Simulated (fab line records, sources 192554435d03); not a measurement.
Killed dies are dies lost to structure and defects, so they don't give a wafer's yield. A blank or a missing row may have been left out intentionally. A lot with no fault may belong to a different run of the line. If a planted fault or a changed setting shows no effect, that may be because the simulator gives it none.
Which tool is to blame? | flow n5Finfet | 12 lots with 34 wafers sampled at 4 steps, on a route of 1938 steps

WHAT EACH GAUGE READ, for each wafer
The record holds no reading of a measuring or inspecting step that can be judged against a usual standard deviation.

EACH LOT AND THE TOOL THAT RAN IT (in order: tool; ch and the chambers of the sampled wafers; start)
lot  | N5_BEOL_M5_CURE_80           | N5_BEOL_M5_SPUTTER_48       | N5_BEOL_M5_SPUTTER_88       | N5_BEOL_M5_CMP_52
L656 | uvCure-02 ch 0, day 9 21:49  | pvdSputter-02, day 10 00:19 | pvdSputter-02, day 10 03:34 | cmp-03 ch 1,2, day 10 05:09
L658 | uvCure-03 ch 0, day 10 01:02 | pvdSputter-03, day 10 02:23 | pvdSputter-03, day 10 05:39 | cmp-01 ch 1,2,3, day 10 07:19
L659 | uvCure-02 ch 0, day 10 09:38 | pvdSputter-01, day 10 11:58 | pvdSputter-01, day 10 15:13 | cmp-03 ch 1,2, day 10 16:50
L660 | uvCure-01 ch 0, day 10 20:11 | pvdSputter-01, day 10 22:34 | pvdSputter-01, day 11 01:50 | cmp-02 ch 1,2,3, day 11 03:28
L669 | uvCure-02 ch 2, day 12 15:11 | pvdSputter-02, day 12 16:08 | pvdSputter-02, day 12 19:24 | cmp-03 ch 0,1, day 12 21:04
L671 | uvCure-03 ch 1, day 12 18:22 | pvdSputter-03, day 12 20:01 | pvdSputter-03, day 12 23:17 | cmp-02 ch 0,1,3, day 13 00:52
L668 | uvCure-02 ch 2, day 12 18:41 | pvdSputter-01, day 12 20:17 | pvdSputter-01, day 12 23:33 | cmp-03 ch 0,1, day 13 01:14
L670 | uvCure-01 ch 1, day 13 08:59 | pvdSputter-01, day 13 10:28 | pvdSputter-01, day 13 13:44 | cmp-02 ch 0,3, day 13 15:19
L674 | uvCure-02 ch 1, day 14 09:56 | pvdSputter-01, day 14 12:46 | pvdSputter-01, day 14 16:02 | cmp-02 ch 0,2,3, day 14 17:41
L677 | uvCure-02 ch 0, day 14 18:12 | pvdSputter-01, day 14 19:24 | pvdSputter-01, day 14 22:40 | cmp-01 ch 0,1,2, day 15 00:17
L678 | uvCure-03 ch 1, day 14 18:30 | pvdSputter-02, day 14 20:02 | pvdSputter-02, day 14 23:18 | cmp-01 ch 1,2,3, day 15 00:53
L679 | uvCure-03 ch 1, day 15 15:39 | pvdSputter-02, day 15 16:39 | pvdSputter-02, day 15 19:55 | cmp-01 ch 0,1,3, day 15 21:32
- N5_BEOL_M5_CURE_80: cures SiCOH lowk, time 120 s.
- N5_BEOL_M5_SPUTTER_48: material Cu, target thk 15 nm, time 27.62 s.
- N5_BEOL_M5_SPUTTER_88: material Cu, target thk 15 nm, time 27.62 s.
- N5_BEOL_M5_CMP_52: polishes, stops on SiCOH lowk, t overpolish 6.9 s, target thk 62 nm.

AS READ BY THE TOOLS THEMSELVES (means over the sampled wafers that have a number; for cases with no such wafer, the mark the record gives instead)
N5_BEOL_M5_CURE_80. Usual: lampPowerPct 52.31 %, standard deviation 0.053; wafer_temp_C_max 371.5, standard deviation 0.53.
lot  | tool      | lampPowerPct (%) | wafer_temp_C_max | flag
L656 | uvCure-02 | 52.27            | 371.8            | 
L658 | uvCure-03 | 52.26            | 371.8            | 
L659 | uvCure-02 | 52.35            | 371.0            | 
L660 | uvCure-01 | 52.32            | 371.4            | 
L669 | uvCure-02 | 52.30            | 371.6            | 
L671 | uvCure-03 | 52.27            | 370.8            | 
L668 | uvCure-02 | 52.35            | 371.1            | 
L670 | uvCure-01 | 52.37            | 372.5            | 
L674 | uvCure-02 | 52.30            | 371.5            | 
L677 | uvCure-02 | 52.28            | 371.5            | 
L678 | uvCure-03 | 52.33            | 371.2            | 
L679 | uvCure-03 | 52.32            | 370.9            | 

N5_BEOL_M5_SPUTTER_48. Usual: 30.2 % for throttleValvePct, sd 1.4.
lot  | tool          | throttleValvePct (%) | flag
L656 | pvdSputter-02 | 30.3                 | 
L658 | pvdSputter-03 | 29.1                 | 
L659 | pvdSputter-01 | 30.1                 | 
L660 | pvdSputter-01 | 30.4                 | 
L669 | pvdSputter-02 | 30.6                 | 
L671 | pvdSputter-03 | 29.6                 | 
L668 | pvdSputter-01 | 29.9                 | 
L670 | pvdSputter-01 | 32.0                 | 
L674 | pvdSputter-01 | 30.6                 | 
L677 | pvdSputter-01 | 29.9                 | 
L678 | pvdSputter-02 | 30.4                 | 
L679 | pvdSputter-02 | 30.3                 | 

N5_BEOL_M5_SPUTTER_88. Usual: 30.2 % for throttleValvePct, sd 1.4.
lot  | tool          | throttleValvePct (%) | flag
L656 | pvdSputter-02 | 30.1                 | 
L658 | pvdSputter-03 | 29.2                 | 
L659 | pvdSputter-01 | 29.9                 | 
L660 | pvdSputter-01 | 30.3                 | 
L669 | pvdSputter-02 | 30.5                 | 
L671 | pvdSputter-03 | 29.7                 | 
L668 | pvdSputter-01 | 30.0                 | 
L670 | pvdSputter-01 | 31.9                 | 
L674 | pvdSputter-01 | 30.7                 | 
L677 | pvdSputter-01 | 30.0                 | 
L678 | pvdSputter-02 | 30.5                 | 
L679 | pvdSputter-02 | 30.4                 | 

N5_BEOL_M5_CMP_52. Usual: barrierFieldEndpointS 24.5 s, standard deviation 0.65; edgeZonePressureFrac 1.000, standard deviation 0.0051; motorCurrentA 5.9 A, standard deviation 0.53; overpolishRunS 6.899 s, standard deviation 0.0094; timeToEndpointS 60 s, standard deviation 3.1.
lot  | tool   | barrierFieldEndpointS (s) | edgeZonePressureFrac | motorCurrentA (A) | overpolishRunS (s) | timeToEndpointS (s) | flag
L656 | cmp-03 | 24.5                      | 1.004                | 5.5               | 6.899              | 62                  | 
L658 | cmp-01 | 24.3                      | 0.993                | 6.0               | 6.901              | 59                  | 
L659 | cmp-03 | 25.3                      | 0.997                | 5.7               | 6.902              | 61                  | 
L660 | cmp-02 | 24.3                      | 1.000                | 6.2               | 6.896              | 59                  | 
L669 | cmp-03 | 13.4                      | 1.000                | 5.2               | 6.901              | 36                  | OFF
L671 | cmp-02 | 24.1                      | 1.005                | 6.3               | 6.897              | 61                  | 
L668 | cmp-03 | 18.9                      | 1.002                | 5.3               | 6.890              | 43                  | OFF
L670 | cmp-02 | 23.8                      | 1.003                | 5.9               | 6.905              | 58                  | 
L674 | cmp-02 | 24.9                      | 0.996                | 6.4               | 6.905              | 62                  | 
L677 | cmp-01 | 24.2                      | 1.002                | 6.0               | 6.902              | 62                  | 
L678 | cmp-01 | 24.1                      | 0.996                | 5.9               | 6.900              | 60                  | 
L679 | cmp-01 | 24.3                      | 1.001                | 5.8               | 6.905              | 63                  | 

THE ANSWER, worked out from the rows above alone
Rule: lot off if the mean of its wafers having a number is beyond 3 standard deviations from the usual mean. A lot without any number at a reading at which 4 lots or more have one is off too. All remaining lots with rows at the step are treated as sound. Order of review: gauges by route order, followed by the tools' own readings, for which a lot's mean as printed above is used. The first step at which some lot is off is used, and at that step the reading that is off furthest; a lot without a number counts as furthest.
Off: L669, L668, at N5_BEOL_M5_CMP_52 (barrierFieldEndpointS).
A tool fits if, at that step or a process step before it, it ran every lot that is off, and no sound lot after the first of them. One fits: cmp-03 at N5_BEOL_M5_CMP_52. Its last sound lot is L659 (day 10 16:50), its first lot that is off L669 (day 12 21:04): a fault that began between those two fits.
The tool's own readings at N5_BEOL_M5_CMP_52 bear it out: on the lots that are off they differ by more than 5 times the standard deviation of the sound lots' means. barrierFieldEndpointS reads 16.1 s there against 24.4 s on the sound lots; timeToEndpointS reads 40 s there against 61 s on the sound lots.

WHAT THE SIMULATOR HAD INSERTED
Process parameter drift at N5_BEOL_M5_CMP_52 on cmp-03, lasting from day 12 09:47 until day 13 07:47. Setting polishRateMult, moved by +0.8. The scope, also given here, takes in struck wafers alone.
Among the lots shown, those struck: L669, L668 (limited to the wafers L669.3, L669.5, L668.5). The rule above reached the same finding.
